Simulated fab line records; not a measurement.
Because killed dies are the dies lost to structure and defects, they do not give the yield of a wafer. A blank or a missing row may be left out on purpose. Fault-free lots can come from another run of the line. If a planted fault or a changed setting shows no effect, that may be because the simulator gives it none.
Matching of chambers -- flow nand_harc -- NHARC_P_M2_ETCH_35 on rie_diel-13 has 4 sister chambers
The step etches the open film in N2/H2, target depth 40 nm, overetch 12 nm, time 43.94 s. 4 wafers are shown with their chamber, then 7 later ones without.

## WAFERS, EACH WITH ITS CHAMBER
wafer,chamber,drypump_motor_current_A (A)
L831.6,0,5.1
L832.5,2,5.1
L834.1,1,4.9
L834.2,3,5.8

## WAFERS WITHOUT THEIR CHAMBER
wafer,drypump_motor_current_A (A)
L834.6,4.9
L837.2,4.8
L837.5,5.1
L837.6,5.8
L849.1,4.8
L849.3,5.1
L849.5,5.2

## WHICH CHAMBER EACH WENT THROUGH
wafer,from the rows above,in truth
L834.6,1,1
L837.2,1,1
L837.5,can't be placed: 0 or 2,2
L837.6,3,3
L849.1,1,1
L849.3,can't be placed: 0 or 2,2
L849.5,can't be placed: 0 or 2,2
Correctly placed: 4 of 7. From these rows, 3 cannot be placed; in 3 the true chamber is one of the candidates. Wrongly placed: 0.
How it was worked out, from the rows above alone: a wafer's distance from a chamber is the root of the sum, over the readings, of the square of ((its reading less the chamber's mean) divided by the reading's scatter). The wafer belongs to the nearest chamber; if the next one is less than 2 further off, it can't be placed. A chamber's mean is the mean of its shown wafers. The scatter: with one shown wafer a chamber, the root of the mean of the squares of how far each hidden wafer lies from its nearest shown one.
